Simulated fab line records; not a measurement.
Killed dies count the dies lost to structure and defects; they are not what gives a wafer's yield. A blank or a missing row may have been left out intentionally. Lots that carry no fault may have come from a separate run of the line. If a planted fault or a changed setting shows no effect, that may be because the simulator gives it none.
Struck lot and sound lot, side by side	flow n5_finfet	15 steps out of a route of 1938
Sound: wafers L993.1, L993.2, L993.4. The struck wafers were L987.4, L987.5, L987.6. The cause comes at the end.
Order at every step that has rows: each side's tool, ch and its chambers, its first start. Under that, the readings that differ: sound wafers	struck wafers	difference of the means	sigmas: that difference in standard deviations of wafers without a fault.
alike: a reading whose means differ by less than 2 such deviations, as well as words and numbers matching on both sides. not compared: withheld readings; readings where some wafer has no value; bounds like >300 that might hide an equal value; numbers whose values overlap and for which the record gives no deviation.
A row with sigmas, a row that says differs or no value, or rows on one side alone: a step with any of these is where the two part. Numbers that don't overlap but have no deviation are shown without sigmas and don't part them. A reading missing from all wafers of one side parts the sides only when that side holds two or more wafers.

N5_DUMMY_GATE_ETCH_44: etches poly-Si in HBr/O2, stops on SiO2, target depth 127.5 nm.
  sound on rie_si-06 ch 0,1,3, day 7 16:50; struck on rie_si-06 ch 2,3, day 6 09:44
  alike: drypump_motor_current_A, oes_product_au, throttle_valve_pct
  not compared: rf_hours_counter_h
N5_DUMMY_GATE_CD_MEAS_24: target cd 15 nm.
  sound: cd_sem-01 at day 7 16:56; struck: cd_sem-02 at day 6 09:52
  alike: cd_nm
N5_DUMMY_GATE_ETCH_42: etches SiO2 in CHF3/O2, target depth 3.5 nm, time 31 s.
  sound on rie_diel-01 ch 0,2, day 7 17:14; struck on rie_diel-05 ch 0,1,3, day 6 09:56
reading	sound	struck	difference	sigmas
showerhead_plenum_p_Torr (Torr)	2.37 2.38 2.37	2.48 2.51 2.51	+0.13	+3
  alike: drypump_motor_current_A, oes_o_777_au, oes_product_au, rf_vpp_V, throttle_valve_pct
  not compared: rf_hours_counter_h
N5_DUMMY_GATE_STRIP_48: strips in N2/H2, time 20 s.
  sound on rie_diel-01 ch 0,2, day 7 17:17; struck on rie_diel-05 ch 0,1,3, day 6 09:59
  alike: drypump_motor_current_A, oes_product_au, rf_vpp_V, showerhead_plenum_p_Torr, throttle_valve_pct
  not compared: rf_hours_counter_h
then, 5 steps without rows for these wafers: N5_DUMMY_GATE_PRECLEAN_33 (cleans in dHF, time 10 s); N5_DUMMY_GATE_PRECLEAN_25 (cleans in O3/DIW, time 45 s); N5_DUMMY_GATE_PRECLEAN_51 (cleans in SC2, time 45 s); N5_DUMMY_GATE_SRD_26 (time 30 s); N5_DUMMY_GATE_UV_OZONE_45 (time 120 s).
N5_DUMMY_GATE_INSPECT_27: inspects for defects (brightfield).
  sound: defect_inspect-02 at day 7 17:28; struck: defect_inspect-01 at day 6 10:10
  alike: raw_defect_count
N5_SPACER0_ALD_07: deposits SiNx, target thk 2 nm.
  sound on ald_sin-01 ch 0,2, day 7 17:31; struck on ald_sin-04 ch 0,1,2, day 6 10:17
  alike: chamber_pressure_Torr, heater_power_outer_w, heater_power_w
  not compared: since_wet_clean_h
N5_SPACER0_ALD_00: deposits SiOCN, target thk 3.5 nm, pulse time 3 s, purge time 2 s.
  sound on ald_sin-01 ch 0,2, day 7 17:40; struck on ald_sin-04 ch 0,1,2, day 6 10:29
  alike: chamber_pressure_Torr, heater_power_outer_w, heater_power_w, precursor_pulse_height_rel
  not compared: since_wet_clean_h
N5_SPACER0_ALD_08: deposits SiNx, target thk 2 nm.
  sound on ald_sin-01 ch 0,2, day 7 17:55; struck on ald_sin-04 ch 0,1,2, day 6 10:41
  no value came back on the struck wafers for chamber_pressure_Torr (Torr), heater_power_outer_w (W), heater_power_w (W); on the sound wafers chamber_pressure_Torr (Torr) reads 1.997 1.996 1.991
  not compared: since_wet_clean_h
N5_SPACER0_INSPECT_04: inspects for defects (darkfield).
  sound: defect_inspect-02 at day 7 18:05; struck: defect_inspect-02 at day 6 10:47
  alike: raw_defect_count
-- the record jumps here: 9 days lie between the struck wafers' starts before and after (it left off in module SPACER0 and takes up again in module PASSIVATION, whose first step shown is number 1936 of the route) --
N5_PASSIVATION_PROBE_49:
  rows exist in the record for the struck wafers here (prober-02, day 15 10:22), but not for the sound ones

WHERE THEY PART
Earliest at N5_DUMMY_GATE_ETCH_42; latest, in this record, at N5_PASSIVATION_PROBE_49.

WHY: what had been put in by the simulator
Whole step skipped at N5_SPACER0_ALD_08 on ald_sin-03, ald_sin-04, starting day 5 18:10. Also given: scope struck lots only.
